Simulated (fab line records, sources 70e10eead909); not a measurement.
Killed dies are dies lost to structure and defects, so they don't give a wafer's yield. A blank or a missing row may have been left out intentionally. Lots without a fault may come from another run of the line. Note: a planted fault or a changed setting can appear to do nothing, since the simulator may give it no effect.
The tool behind it: which one? | flow nand_harc | 21 lots, 63 wafers sampled, at 6 steps of a route of 1302

## WHAT THE GAUGES SHOWED, per wafer
The record holds no reading of a measuring or inspecting step that can be judged against a usual standard deviation.

## TOOL THAT RAN EACH LOT (tool first, then ch and the chambers of the sampled wafers, then the start)
lot  | NHARC_A_STAIRCASE_DESCUM_252       | NHARC_A_STAIRCASE_HM_OPEN_460                 | NHARC_A_STAIRCASE_ETCH_452                    | NHARC_A_STAIRCASE_HM_OPEN_463                 | NHARC_A_STAIRCASE_STRIP_316                   | NHARC_A_STAIRCASE_CMP_152
L074 | rie_diel-08 ch 1,2,3, day 16 02:16 | rie_diel-08 ch 0,1, day 18 23:49 or earlier   | rie_diel-08 ch 0,1,3, day 18 23:49 or earlier | rie_diel-08 ch 0,1,3, day 18 23:49 or earlier | rie_diel-08 ch 0,1,2, day 18 23:49 or earlier | cmp-04 ch 1,2,3, day 18 23:49
L075 | rie_diel-08 ch 0,2,3, day 16 05:58 | rie_diel-07 ch 2,3, day 19 17:35 or earlier   | rie_diel-07 ch 1,2,3, day 19 17:35 or earlier | rie_diel-04 ch 1,3, day 19 17:35 or earlier   | rie_diel-04 ch 0,2, day 19 17:35 or earlier   | cmp-04 ch 0,1,3, day 19 17:35
L076 | rie_diel-04 ch 0,3, day 16 19:10   | rie_diel-07 ch 0,1, day 19 20:29 or earlier   | rie_diel-07 ch 1,2,3, day 19 20:29 or earlier | rie_diel-04 ch 0,2,3, day 19 20:29 or earlier | rie_diel-04 ch 0,2, day 19 20:29 or earlier   | cmp-02 ch 0,1,3, day 19 20:29
L077 | rie_diel-04 ch 0,2,3, day 17 08:14 | rie_diel-07 ch 1,2,3, day 19 17:52 or earlier | rie_diel-07 ch 0,2,3, day 19 17:52 or earlier | rie_diel-07 ch 1,2, day 19 17:52 or earlier   | rie_diel-07 ch 1,2, day 19 17:52 or earlier   | cmp-02 ch 1,2, day 19 17:52
L078 | rie_diel-07 ch 1,2, day 17 21:08   | rie_diel-04 ch 0,2, day 20 16:03 or earlier   | rie_diel-04 ch 0,2,3, day 20 16:03 or earlier | rie_diel-08 ch 2,3, day 20 16:03 or earlier   | rie_diel-08 ch 0,3, day 20 16:03 or earlier   | cmp-04 ch 1,2,3, day 20 16:03
L079 | rie_diel-04 ch 0,2,3, day 17 23:08 | rie_diel-07 ch 0,1,3, day 20 15:53 or earlier | rie_diel-07 ch 1,2,3, day 20 15:53 or earlier | rie_diel-07 ch 1,2,3, day 20 15:53 or earlier | rie_diel-07 ch 0,2, day 20 15:53 or earlier   | cmp-03 ch 0,1,2, day 20 15:53
L080 | rie_diel-08 ch 1,3, day 18 11:44   | rie_diel-08 ch 0,2,3, day 21 09:10 or earlier | rie_diel-08 ch 0,1, day 21 09:10 or earlier   | rie_diel-08 ch 1,2, day 21 09:10 or earlier   | rie_diel-08 ch 1,2,3, day 21 09:10 or earlier | cmp-03 ch 1,2, day 21 09:10
L081 | rie_diel-07 ch 0,1,2, day 18 13:23 | rie_diel-07 ch 0,1,2, day 21 09:12 or earlier | rie_diel-07 ch 0,1,2, day 21 09:12 or earlier | rie_diel-04 ch 1,2,3, day 21 09:12 or earlier | rie_diel-04 ch 0,2,3, day 21 09:12 or earlier | cmp-04 ch 1,2,3, day 21 09:12
L082 | rie_diel-08 ch 0,2,3, day 19 08:13 | rie_diel-08 ch 1,3, day 22 03:17 or earlier   | rie_diel-08 ch 0,2,3, day 22 03:17 or earlier | rie_diel-07 ch 1,3, day 22 03:17 or earlier   | rie_diel-07 ch 1,2,3, day 22 03:17 or earlier | cmp-02 ch 0,1,2, day 22 03:17
L083 | rie_diel-04 ch 1,3, day 19 08:30   | rie_diel-04 ch 1,2,3, day 22 03:33 or earlier | rie_diel-04 ch 0,2, day 22 03:33 or earlier   | rie_diel-08 ch 1,3, day 22 03:33 or earlier   | rie_diel-08 ch 2,3, day 22 03:33 or earlier   | cmp-03 ch 0,1, day 22 03:33
L084 | rie_diel-08 ch 0,1,3, day 20 09:49 | rie_diel-08 ch 1,2, day 23 08:28 or earlier   | rie_diel-08 ch 0,1,3, day 23 08:28 or earlier | rie_diel-04 ch 0,2, day 23 08:28 or earlier   | rie_diel-04 ch 1,2, day 23 08:28 or earlier   | cmp-03 ch 1,2, day 23 08:28
L086 | rie_diel-08 ch 0,1,2, day 21 01:21 | rie_diel-08 ch 0,1, day 24 06:37 or earlier   | rie_diel-08 ch 1,2, day 24 06:37 or earlier   | rie_diel-08 ch 0,2,3, day 24 06:37 or earlier | rie_diel-08 ch 1,2,3, day 24 06:37 or earlier | cmp-03 ch 0,1, day 24 06:37
L087 | rie_diel-08 ch 0,1,3, day 21 19:57 | rie_diel-08 ch 0,2, day 24 14:10 or earlier   | rie_diel-08 ch 0,2, day 24 14:10 or earlier   | rie_diel-07 ch 2,3, day 24 14:10 or earlier   | rie_diel-07 ch 0,1, day 24 14:10 or earlier   | cmp-03 ch 0,3, day 24 14:10
L089 | rie_diel-07 ch 1,2,3, day 22 07:22 | rie_diel-07 ch 1,3, day 25 02:50 or earlier   | rie_diel-07 ch 1,2,3, day 25 02:50 or earlier | rie_diel-08 ch 1,2, day 25 02:50 or earlier   | rie_diel-08 ch 0,1, day 25 02:50 or earlier   | cmp-02 ch 0,1, day 25 02:50
L088 | rie_diel-04 ch 2,3, day 22 08:13   | rie_diel-08 ch 1,2, day 25 03:00 or earlier   | rie_diel-08 ch 0,3, day 25 03:00 or earlier   | rie_diel-04 ch 1,2,3, day 25 03:00 or earlier | rie_diel-04 ch 1,2, day 25 03:00 or earlier   | cmp-03 ch 1,3, day 25 03:00
L090 | rie_diel-08 ch 0,2, day 22 19:16   | rie_diel-07 ch 0,1,2, day 25 14:38 or earlier | rie_diel-07 ch 0,1,3, day 25 14:38 or earlier | rie_diel-07 ch 0,1, day 25 14:38 or earlier   | rie_diel-07 ch 0,2,3, day 25 14:38 or earlier | cmp-04 ch 1,2, day 25 14:38
L091 | rie_diel-04 ch 0,3, day 23 04:05   | rie_diel-08 ch 0,2,3, day 25 14:29 or earlier | rie_diel-08 ch 0,1,3, day 25 14:29 or earlier | rie_diel-07 ch 1,2,3, day 25 14:29 or earlier | rie_diel-07 ch 1,3, day 25 14:29 or earlier   | cmp-02 ch 0,1,3, day 25 14:29
L093 | rie_diel-04 ch 0,1, day 24 01:49   | rie_diel-07 ch 1,3, day 26 19:46 or earlier   | rie_diel-07 ch 0,1,2, day 26 19:46 or earlier | rie_diel-04 ch 0,2,3, day 26 19:46 or earlier | rie_diel-04 ch 0,1,3, day 26 19:46 or earlier | cmp-02 ch 1,3, day 26 19:46
L094 | rie_diel-04 ch 0,1, day 24 14:46   | rie_diel-07 ch 1,2, day 27 06:31 or earlier   | rie_diel-07 ch 0,1, day 27 06:31 or earlier   | rie_diel-07 ch 0,1,2, day 27 06:31 or earlier | rie_diel-07 ch 0,2, day 27 06:31 or earlier   | cmp-04 ch 1,2,3, day 27 06:31
L095 | rie_diel-04 ch 0,1, day 24 22:52   | rie_diel-04 ch 0,3, day 27 16:28 or earlier   | rie_diel-04 ch 0,2, day 27 16:28 or earlier   | rie_diel-04 ch 0,1,3, day 27 16:28 or earlier | rie_diel-04 ch 0,2, day 27 16:28 or earlier   | cmp-04 ch 1,2, day 27 16:28
L096 | rie_diel-08 ch 0,3, day 25 23:41   | rie_diel-07 ch 1,2,3, day 28 17:21 or earlier | rie_diel-07 ch 0,1, day 28 17:21 or earlier   | rie_diel-07 ch 2,3, day 28 17:21 or earlier   | rie_diel-07 ch 0,1,3, day 28 17:21 or earlier | cmp-02 ch 1,2,3, day 28 17:21
- NHARC_A_STAIRCASE_DESCUM_252: chemistry O2, time 3 s.
- NHARC_A_STAIRCASE_HM_OPEN_460: chemistry O2/COS.
- NHARC_A_STAIRCASE_ETCH_452: etches the open film in CF4/O2, target depth 30 nm, overetch 3 nm, time 16.5 s.
- NHARC_A_STAIRCASE_HM_OPEN_463: chemistry O2/COS.
- NHARC_A_STAIRCASE_STRIP_316: strips in O2.
- NHARC_A_STAIRCASE_CMP_152: polishes.

## WHAT THE TOOLS THEMSELVES READ (means of the sampled wafers that have a number; where no wafer has one, the mark that the record gives instead)
NHARC_A_STAIRCASE_DESCUM_252. Usual: drypump_motor_current_A 5.92 A, standard deviation 0.29; oes_product_au 1.000 a.u., standard deviation 0.011; rf_vpp_V 58.0 V, standard deviation 0.95; showerhead_plenum_p_Torr 1.95 Torr, standard deviation 0.088; throttle_valve_pct 11.310 %, standard deviation 0.0094.
lot  | tool        | drypump_motor_current_A (A) | oes_product_au (a.u.) | rf_vpp_V (V) | showerhead_plenum_p_Torr (Torr) | throttle_valve_pct (%) | flag
L074 | rie_diel-08 | 5.76                        | 0.994                 | 58.6         | 2.02                            | 11.310                 |
L075 | rie_diel-08 | 5.87                        | 0.997                 | 58.8         | 1.98                            | 11.317                 |
L076 | rie_diel-04 | 6.14                        | 0.999                 | 60.0         | 1.98                            | 11.303                 |
L077 | rie_diel-04 | 5.97                        | 0.990                 | 57.6         | 1.93                            | 11.312                 |
L078 | rie_diel-07 | 5.97                        | 0.984                 | 57.0         | 1.92                            | 11.313                 |
L079 | rie_diel-04 | 5.97                        | 0.999                 | 57.5         | 1.93                            | 11.304                 |
L080 | rie_diel-08 | 5.82                        | 1.004                 | 58.7         | 2.06                            | 11.302                 |
L081 | rie_diel-07 | 6.14                        | 0.984                 | 57.6         | 1.90                            | 11.308                 |
L082 | rie_diel-08 | 5.87                        | 1.008                 | 58.6         | 1.97                            | 11.316                 |
L083 | rie_diel-04 | 6.00                        | 1.004                 | 58.2         | 1.90                            | 11.316                 |
L084 | rie_diel-08 | 5.96                        | 0.998                 | 57.5         | 2.01                            | 11.315                 |
L086 | rie_diel-08 | 5.92                        | 1.009                 | 58.8         | 1.97                            | 11.311                 |
L087 | rie_diel-08 | 5.98                        | 1.011                 | 58.4         | 2.01                            | 11.307                 |
L089 | rie_diel-07 | 5.67                        | 0.994                 | 57.6         | 1.94                            | 11.315                 |
L088 | rie_diel-04 | 5.97                        | 0.998                 | 58.0         | 1.87                            | 11.312                 |
L090 | rie_diel-08 | 6.04                        | 1.009                 | 56.9         | 1.92                            | 11.303                 |
L091 | rie_diel-04 | 6.18                        | 0.996                 | 58.3         | 2.01                            | 11.313                 |
L093 | rie_diel-04 | 6.01                        | 1.008                 | 57.6         | 1.94                            | 11.322                 |
L094 | rie_diel-04 | 6.10                        | 0.996                 | 58.8         | 1.99                            | 11.309                 |
L095 | rie_diel-04 | 6.10                        | 1.000                 | 58.3         | 1.99                            | 11.306                 |
L096 | rie_diel-08 | 6.07                        | 0.996                 | 58.6         | 1.96                            | 11.297                 |

NHARC_A_STAIRCASE_HM_OPEN_460. Usual: drypump_motor_current_A 5.9 A, standard deviation 0.39; oes_product_au 0.999 a.u., standard deviation 0.011; rf_vpp_V 468.1 V, standard deviation 2.7; showerhead_plenum_p_Torr 3.16 Torr, standard deviation 0.12; throttle_valve_pct 28.331 %, standard deviation 0.0093.
lot  | tool        | drypump_motor_current_A (A) | oes_product_au (a.u.) | rf_vpp_V (V) | showerhead_plenum_p_Torr (Torr) | throttle_valve_pct (%) | flag
L074 | rie_diel-08 | 6.1                         | 1.023                 | 469.4        | 3.23                            | 28.332                 |
L075 | rie_diel-07 | 5.4                         | 0.996                 | 469.0        | 3.24                            | 28.337                 |
L076 | rie_diel-07 | 6.2                         | 0.986                 | 464.8        | 3.02                            | 28.325                 |
L077 | rie_diel-07 | 5.7                         | 0.983                 | 468.5        | 3.18                            | 28.323                 |
L078 | rie_diel-04 | 6.0                         | 0.991                 | 468.9        | 3.22                            | 28.339                 |
L079 | rie_diel-07 | 5.7                         | 0.984                 | 467.4        | 3.10                            | 28.343                 |
L080 | rie_diel-08 | 5.9                         | 1.000                 | 469.5        | 3.21                            | 28.323                 |
L081 | rie_diel-07 | 6.1                         | 0.987                 | 466.3        | 3.10                            | 28.329                 |
L082 | rie_diel-08 | 5.9                         | 1.008                 | 471.4        | 3.33                            | 28.338                 |
L083 | rie_diel-04 | 5.9                         | 1.011                 | 465.3        | 3.05                            | 28.327                 |
L084 | rie_diel-08 | 5.8                         | 1.003                 | 469.7        | 3.26                            | 28.336                 |
L086 | rie_diel-08 | 6.1                         | 1.008                 | 468.6        | 3.21                            | 28.333                 |
L087 | rie_diel-08 | 6.0                         | 1.012                 | 467.7        | 3.13                            | 28.330                 |
L089 | rie_diel-07 | 5.2                         | 0.998                 | 468.6        | 3.15                            | 28.326                 |
L088 | rie_diel-08 | 5.8                         | 1.003                 | 469.6        | 3.25                            | 28.323                 |
L090 | rie_diel-07 | 6.1                         | 0.991                 | 466.2        | 3.08                            | 28.327                 |
L091 | rie_diel-08 | 5.9                         | 1.001                 | 468.8        | 3.19                            | 28.336                 |
L093 | rie_diel-07 | 5.6                         | 0.992                 | 467.0        | 3.10                            | 28.335                 |
L094 | rie_diel-07 | 6.0                         | 0.991                 | 466.8        | 3.11                            | 28.331                 |
L095 | rie_diel-04 | 6.2                         | 1.001                 | 468.4        | 3.19                            | 28.329                 |
L096 | rie_diel-07 | 5.7                         | 0.993                 | 468.6        | 3.15                            | 28.329                 |

NHARC_A_STAIRCASE_ETCH_452. Usual: drypump_motor_current_A 5.9 A, standard deviation 0.38; oes_product_au 0.997 a.u., standard deviation 0.01; rf_vpp_V 198.0 V, standard deviation 1.4; showerhead_plenum_p_Torr 1.35 Torr, standard deviation 0.056; throttle_valve_pct 13.399 %, standard deviation 0.01.
lot  | tool        | drypump_motor_current_A (A) | oes_product_au (a.u.) | rf_vpp_V (V) | showerhead_plenum_p_Torr (Torr) | throttle_valve_pct (%) | flag
L074 | rie_diel-08 | 6.0                         | 1.003                 | 199.0        | 1.41                            | 13.400                 |
L075 | rie_diel-07 | 5.6                         | 0.992                 | 198.5        | 1.36                            | 13.397                 |
L076 | rie_diel-07 | 5.6                         | 0.982                 | 199.0        | 1.36                            | 13.399                 |
L077 | rie_diel-07 | 5.8                         | 0.984                 | 197.8        | 1.35                            | 13.405                 |
L078 | rie_diel-04 | 6.0                         | 0.998                 | 196.8        | 1.34                            | 13.398                 |
L079 | rie_diel-07 | 5.6                         | 0.988                 | 197.8        | 1.36                            | 13.399                 |
L080 | rie_diel-08 | 6.0                         | 1.009                 | 198.9        | 1.40                            | 13.393                 |
L081 | rie_diel-07 | 6.1                         | 0.994                 | 197.6        | 1.32                            | 13.398                 |
L082 | rie_diel-08 | 5.9                         | 1.006                 | 198.4        | 1.37                            | 13.402                 |
L083 | rie_diel-04 | 5.8                         | 0.996                 | 197.0        | 1.31                            | 13.398                 |
L084 | rie_diel-08 | 6.0                         | 1.002                 | 199.1        | 1.40                            | 13.397                 |
L086 | rie_diel-08 | 5.8                         | 1.000                 | 199.0        | 1.39                            | 13.399                 |
L087 | rie_diel-08 | 5.8                         | 1.014                 | 197.7        | 1.34                            | 13.403                 |
L089 | rie_diel-07 | 5.6                         | 0.994                 | 197.8        | 1.35                            | 13.405                 |
L088 | rie_diel-08 | 6.1                         | 1.003                 | 198.1        | 1.37                            | 13.398                 |
L090 | rie_diel-07 | 5.7                         | 0.991                 | 197.5        | 1.32                            | 13.397                 |
L091 | rie_diel-08 | 6.0                         | 1.007                 | 199.4        | 1.39                            | 13.404                 |
L093 | rie_diel-07 | 6.1                         | 0.997                 | 197.3        | 1.32                            | 13.394                 |
L094 | rie_diel-07 | 6.0                         | 0.990                 | 197.6        | 1.30                            | 13.391                 |
L095 | rie_diel-04 | 6.0                         | 0.995                 | 198.3        | 1.37                            | 13.399                 |
L096 | rie_diel-07 | 6.2                         | 0.986                 | 196.7        | 1.27                            | 13.397                 |

NHARC_A_STAIRCASE_HM_OPEN_463. Usual: drypump_motor_current_A 5.9 A, standard deviation 0.37; oes_product_au 0.998 a.u., standard deviation 0.0098; rf_vpp_V 467.7 V, standard deviation 2.8; showerhead_plenum_p_Torr 3.15 Torr, standard deviation 0.13; throttle_valve_pct 28.329 %, standard deviation 0.0099.
lot  | tool        | drypump_motor_current_A (A) | oes_product_au (a.u.) | rf_vpp_V (V) | showerhead_plenum_p_Torr (Torr) | throttle_valve_pct (%) | flag
L074 | rie_diel-08 | 6.0                         | 1.009                 | 470.6        | 3.29                            | 28.328                 |
L075 | rie_diel-04 | 6.0                         | 0.987                 | 468.3        | 3.13                            | 28.329                 |
L076 | rie_diel-04 | 6.0                         | 0.998                 | 467.0        | 3.15                            | 28.322                 |
L077 | rie_diel-07 | 6.1                         | 0.989                 | 469.1        | 3.19                            | 28.339                 |
L078 | rie_diel-08 | 5.7                         | 1.002                 | 468.6        | 3.21                            | 28.325                 |
L079 | rie_diel-07 | 5.7                         | 0.983                 | 468.3        | 3.18                            | 28.331                 |
L080 | rie_diel-08 | 5.7                         | 1.008                 | 468.8        | 3.20                            | 28.336                 |
L081 | rie_diel-04 | 5.9                         | 1.006                 | 465.6        | 3.05                            | 28.336                 |
L082 | rie_diel-07 | 5.2                         | 0.992                 | 467.3        | 3.16                            | 28.337                 |
L083 | rie_diel-08 | 5.8                         | 1.011                 | 470.5        | 3.33                            | 28.331                 |
L084 | rie_diel-04 | 5.8                         | 1.000                 | 465.4        | 3.06                            | 28.328                 |
L086 | rie_diel-08 | 5.8                         | 1.009                 | 468.5        | 3.20                            | 28.332                 |
L087 | rie_diel-07 | 5.3                         | 0.990                 | 468.7        | 3.21                            | 28.333                 |
L089 | rie_diel-08 | 5.7                         | 1.002                 | 468.8        | 3.19                            | 28.326                 |
L088 | rie_diel-04 | 5.9                         | 1.003                 | 465.2        | 3.04                            | 28.345                 |
L090 | rie_diel-07 | 6.0                         | 0.997                 | 465.4        | 3.03                            | 28.325                 |
L091 | rie_diel-07 | 5.6                         | 0.990                 | 467.5        | 3.16                            | 28.327                 |
L093 | rie_diel-04 | 6.0                         | 0.992                 | 467.0        | 3.12                            | 28.327                 |
L094 | rie_diel-07 | 6.1                         | 0.995                 | 466.3        | 3.08                            | 28.326                 |
L095 | rie_diel-04 | 6.1                         | 0.998                 | 468.0        | 3.17                            | 28.323                 |
L096 | rie_diel-07 | 5.3                         | 1.001                 | 468.7        | 3.20                            | 28.331                 |

NHARC_A_STAIRCASE_STRIP_316. Usual: drypump_motor_current_A 5.9 A, standard deviation 0.36; oes_product_au 0.999 a.u., standard deviation 0.011; rf_vpp_V 57.7 V, standard deviation 0.94; showerhead_plenum_p_Torr 3.56 Torr, standard deviation 0.15; throttle_valve_pct 17.037 %, standard deviation 0.0094.
lot  | tool        | drypump_motor_current_A (A) | oes_product_au (a.u.) | rf_vpp_V (V) | showerhead_plenum_p_Torr (Torr) | throttle_valve_pct (%) | flag
L074 | rie_diel-08 | 5.9                         | 1.005                 | 58.7         | 3.63                            | 17.038                 |
L075 | rie_diel-04 | 6.0                         | 0.995                 | 57.9         | 3.64                            | 17.031                 |
L076 | rie_diel-04 | 5.8                         | 0.998                 | 57.4         | 3.47                            | 17.039                 |
L077 | rie_diel-07 | 6.0                         | 0.983                 | 57.1         | 3.60                            | 17.038                 |
L078 | rie_diel-08 | 5.9                         | 1.006                 | 57.2         | 3.71                            | 17.039                 |
L079 | rie_diel-07 | 6.3                         | 0.985                 | 57.6         | 3.47                            | 17.040                 |
L080 | rie_diel-08 | 5.8                         | 1.012                 | 57.8         | 3.69                            | 17.043                 |
L081 | rie_diel-04 | 6.0                         | 1.001                 | 57.1         | 3.55                            | 17.034                 |
L082 | rie_diel-07 | 5.7                         | 0.990                 | 59.3         | 3.58                            | 17.039                 |
L083 | rie_diel-08 | 5.7                         | 1.005                 | 57.4         | 3.69                            | 17.038                 |
L084 | rie_diel-04 | 5.7                         | 1.009                 | 57.0         | 3.36                            | 17.031                 |
L086 | rie_diel-08 | 5.8                         | 1.007                 | 58.0         | 3.68                            | 17.030                 |
L087 | rie_diel-07 | 6.2                         | 0.987                 | 57.3         | 3.39                            | 17.030                 |
L089 | rie_diel-08 | 6.0                         | 1.007                 | 58.6         | 3.68                            | 17.035                 |
L088 | rie_diel-04 | 5.7                         | 1.017                 | 57.5         | 3.35                            | 17.040                 |
L090 | rie_diel-07 | 5.8                         | 0.995                 | 57.1         | 3.54                            | 17.030                 |
L091 | rie_diel-07 | 5.3                         | 0.993                 | 57.5         | 3.56                            | 17.044                 |
L093 | rie_diel-04 | 6.1                         | 1.001                 | 58.1         | 3.59                            | 17.036                 |
L094 | rie_diel-07 | 6.2                         | 0.999                 | 57.2         | 3.54                            | 17.040                 |
L095 | rie_diel-04 | 6.0                         | 0.997                 | 58.4         | 3.61                            | 17.042                 |
L096 | rie_diel-07 | 5.7                         | 0.992                 | 58.2         | 3.47                            | 17.026                 |

NHARC_A_STAIRCASE_CMP_152. Usual: motor_current_A 11.6 A, standard deviation 1.5; pad_life_wafers 159, standard deviation 110; slurry_filter_dp_kPa 13.49 kPa, standard deviation 0.14.
lot  | tool   | motor_current_A (A) | pad_life_wafers | slurry_filter_dp_kPa (kPa) | flag
L074 | cmp-04 | 11.5                | 79              | 13.38                      |
L075 | cmp-04 | 12.0                | 169             | 13.58                      |
L076 | cmp-02 | 11.4                | 92              | 13.52                      |
L077 | cmp-02 | 12.4                | 74              | 13.47                      |
L078 | cmp-04 | 11.4                | 259             | 13.45                      |
L079 | cmp-03 | 12.0                | 43              | 13.56                      |
L080 | cmp-03 | 11.0                | 102             | 13.29                      |
L081 | cmp-04 | 11.3                | 331             | 13.42                      |
L082 | cmp-02 | 11.9                | 314             | 13.67                      |
L083 | cmp-03 | 11.4                | 182             | 13.45                      |
L084 | cmp-03 | 11.3                | 302             | 13.24                      |
L086 | cmp-03 | 12.6                | 8               | 13.56                      |
L087 | cmp-03 | 12.7                | 37              | 13.42                      |
L089 | cmp-02 | 10.6                | 180             | 13.64                      |
L088 | cmp-03 | 10.6                | 92              | 13.45                      |
L090 | cmp-04 | 10.4                | 332             | 13.55                      |
L091 | cmp-02 | 11.6                | 242             | 13.59                      |
L093 | cmp-02 | 12.2                | 349             | 13.46                      |
L094 | cmp-04 | 11.6                | 104             | 13.42                      |
L095 | cmp-04 | 10.6                | 146             | 13.40                      |
L096 | cmp-02 | 12.3                | 110             | 13.45                      |

## THE ANSWER, worked out from the rows above alone
Rule: lot off if the mean of its wafers having a number is beyond 3 standard deviations from the usual mean. A lot without any number at a reading at which 4 lots or more have one is off too. Where the step has rows for the other lots, those lots are counted as sound. After the gauges, taken in route order, come the tools' own readings; for these a lot's mean is taken, as printed above. The first step at which some lot is off is used, and at that step the reading that is off furthest; a lot without a number counts as furthest.
No lot is off on any of the readings shown, so nothing can be concluded from this.

## WHAT WAS PUT IN BY THE SIMULATOR
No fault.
